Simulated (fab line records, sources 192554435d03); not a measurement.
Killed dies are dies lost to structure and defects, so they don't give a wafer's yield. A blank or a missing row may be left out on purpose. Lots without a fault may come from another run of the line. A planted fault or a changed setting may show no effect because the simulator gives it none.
Chamber matching | flow n5_finfet | N5_FIN_SAQP_STRIP_77 on rie_diel-01: 4 sister chambers
The step strips in N2/H2, time 90 s. 18 wafers are shown with their chamber, then 9 later ones without.

WAFERS WITH THEIR CHAMBER
wafer  | chamber | throttle_valve_pct (%) | drypump_motor_current_A (A) | showerhead_plenum_p_Torr (Torr)
L075.1 | 0       | 11.86                  | 6.0                         | 3.29
L075.5 | 1       | 12.22                  | 5.9                         | 3.37
L075.6 | 0       | 11.84                  | 6.1                         | 3.29
L083.2 | 1       | 12.25                  | 6.0                         | 3.36
L083.5 | 1       | 12.27                  | 6.0                         | 3.36
L083.6 | 0       | 11.89                  | 6.1                         | 3.28
L084.1 | 0       | 11.88                  | 6.1                         | 3.28
L084.4 | 1       | 12.25                  | 6.0                         | 3.36
L084.5 | 3       | 12.26                  | 5.7                         | 3.28
L085.1 | 1       | 12.28                  | 6.0                         | 3.36
L085.4 | 0       | 11.89                  | 6.1                         | 3.28
L085.6 | 2       | 12.21                  | 6.2                         | 3.36
L087.3 | 1       | 12.28                  | 6.0                         | 3.36
L087.4 | 0       | 11.90                  | 6.1                         | 3.28
L087.6 | 0       | 11.91                  | 6.1                         | 3.28
L088.1 | 1       | 12.29                  | 6.0                         | 3.35
L088.2 | 3       | 12.26                  | 5.7                         | 3.27
L088.6 | 1       | 12.28                  | 6.0                         | 3.35

SIGNATURES (means of the wafers above)
reading                  | chamber 0 | chamber 1 | chamber 2 | chamber 3 | scatter within a chamber
throttle_valve_pct       | 11.8814   | 12.2650   | 12.2100   | 12.2600   | 0.0228
drypump_motor_current_A  | 6.086     | 5.987     | 6.200     | 5.700     | 0.0352
showerhead_plenum_p_Torr | 3.2829    | 3.3588    | 3.3600    | 3.2750    | 0.00586
Rule: a wafer's distance from a chamber is the root of the sum, over the readings, of the square of ((its reading less the chamber's mean) divided by the reading's scatter). The wafer belongs to the nearest chamber; if the next one is less than 2 further off, it can't be placed. The scatter: the root of (the sum of the squares of (reading less its chamber's mean) over the shown wafers, divided by (wafers less chambers)).

WAFERS WITHOUT THEIR CHAMBER
wafer  | throttle_valve_pct (%) | drypump_motor_current_A (A) | showerhead_plenum_p_Torr (Torr)
L091.1 | 12.31                  | 6.0                         | 3.35
L091.4 | 11.92                  | 6.1                         | 3.27
L091.6 | 11.91                  | 6.1                         | 3.27
L092.1 | 12.28                  | 5.8                         | 3.27
L092.2 | 11.91                  | 6.0                         | 3.27
L092.3 | 12.23                  | 6.2                         | 3.35
L094.1 | 11.94                  | 6.1                         | 3.27
L094.4 | 12.23                  | 6.2                         | 3.35
L094.6 | 12.33                  | 6.0                         | 3.35

WHICH CHAMBER EACH WENT THROUGH
wafer  | from the rows above | in truth
L091.1 | 1                   | 1
L091.4 | 0                   | 0
L091.6 | 0                   | 0
L092.1 | 3                   | 3
L092.2 | 0                   | 0
L092.3 | 2                   | 2
L094.1 | 0                   | 0
L094.4 | 2                   | 2
L094.6 | 1                   | 1
Placed correctly: 9 of 9. Can't be placed from these rows: 0. Placed wrongly: 0.
